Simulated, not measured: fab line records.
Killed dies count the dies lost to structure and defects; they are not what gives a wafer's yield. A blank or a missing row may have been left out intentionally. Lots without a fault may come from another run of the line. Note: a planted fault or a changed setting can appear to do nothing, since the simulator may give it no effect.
Chamber matching + flow nand_harc + rie_diel-09 running NHARC_A_STAIRCASE_DESCUM_252: 4 sister chambers
The step chemistry O2, time 3 s. 14 wafers are shown with their chamber, then 7 later ones without.

## WAFERS WITH THEIR CHAMBER
| wafer  | chamber | showerhead_plenum_p_Torr (Torr) | drypump_motor_current_A (A) | oes_product_au (a.u.) |
|--------|---------|---------------------------------|-----------------------------|-----------------------|
| L074.1 | 2       | 1.99                            | 5.4                         | 1.013                 |
| L074.4 | 0       | 1.79                            | 5.7                         | 0.976                 |
| L074.5 | 3       | 1.97                            | 5.3                         | 1.005                 |
| L081.2 | 1       | 1.90                            | 6.8                         | 0.985                 |
| L081.3 | 0       | 1.79                            | 5.8                         | 0.970                 |
| L081.5 | 1       | 1.90                            | 6.8                         | 0.997                 |
| L079.2 | 2       | 1.99                            | 5.4                         | 1.006                 |
| L079.4 | 1       | 1.90                            | 6.8                         | 0.985                 |
| L079.6 | 3       | 1.96                            | 5.3                         | 1.006                 |
| L086.2 | 1       | 1.90                            | 6.8                         | 0.994                 |
| L086.4 | 3       | 1.96                            | 5.3                         | 1.001                 |
| L086.5 | 3       | 1.96                            | 5.3                         | 0.996                 |
| L084.1 | 3       | 1.96                            | 5.3                         | 1.009                 |
| L084.2 | 0       | 1.79                            | 5.7                         | 0.985                 |

SIGNATURES (averages over the wafers above)
| reading                  | chamber 0 | chamber 1 | chamber 2 | chamber 3 | scatter within a chamber |
|--------------------------|-----------|-----------|-----------|-----------|--------------------------|
| showerhead_plenum_p_Torr | 1.7900    | 1.9000    | 1.9900    | 1.9620    | 0.00283                  |
| drypump_motor_current_A  | 5.733     | 6.800     | 5.400     | 5.300     | 0.0258                   |
| oes_product_au           | 0.97700   | 0.99025   | 1.00950   | 1.00340   | 0.00595                  |
Rule: for each reading, subtract the chamber's mean from the wafer's reading, divide by that reading's scatter and square the result; add these up over the readings and take the root, which gives the wafer's distance from the chamber. If the next closest chamber is less than 2 further off than the closest, the wafer can't be placed; otherwise it belongs to the closest. The scatter is the square root of a quotient: the sum, over the shown wafers, of each reading's squared deviation from its chamber's mean, divided by wafers minus chambers.

## WAFERS WITHOUT THEIR CHAMBER
| wafer  | showerhead_plenum_p_Torr (Torr) | drypump_motor_current_A (A) | oes_product_au (a.u.) |
|--------|---------------------------------|-----------------------------|-----------------------|
| L084.4 | 1.90                            | 6.8                         | 1.002                 |
| L087.4 | 1.96                            | 5.3                         | 1.000                 |
| L087.5 | 1.79                            | 5.7                         | 0.985                 |
| L087.6 | 1.96                            | 5.3                         | 0.984                 |
| L091.3 | 1.98                            | 5.3                         | 1.013                 |
| L091.5 | 1.78                            | 5.8                         | 0.983                 |
| L091.6 | 1.89                            | 6.8                         | 0.987                 |

## CHAMBER TAKEN BY EACH
| wafer  | from the rows above     | in truth |
|--------|-------------------------|----------|
| L084.4 | 1                       | 1        |
| L087.4 | 3                       | 3        |
| L087.5 | 0                       | 0        |
| L087.6 | 3                       | 3        |
| L091.3 | can't be placed: 2 or 3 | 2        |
| L091.5 | 0                       | 0        |
| L091.6 | 1                       | 1        |
6 of 7 placed correctly. Cannot be placed on the basis of these rows: 1; the candidates contain the true chamber in 1. Wrongly placed: 0.
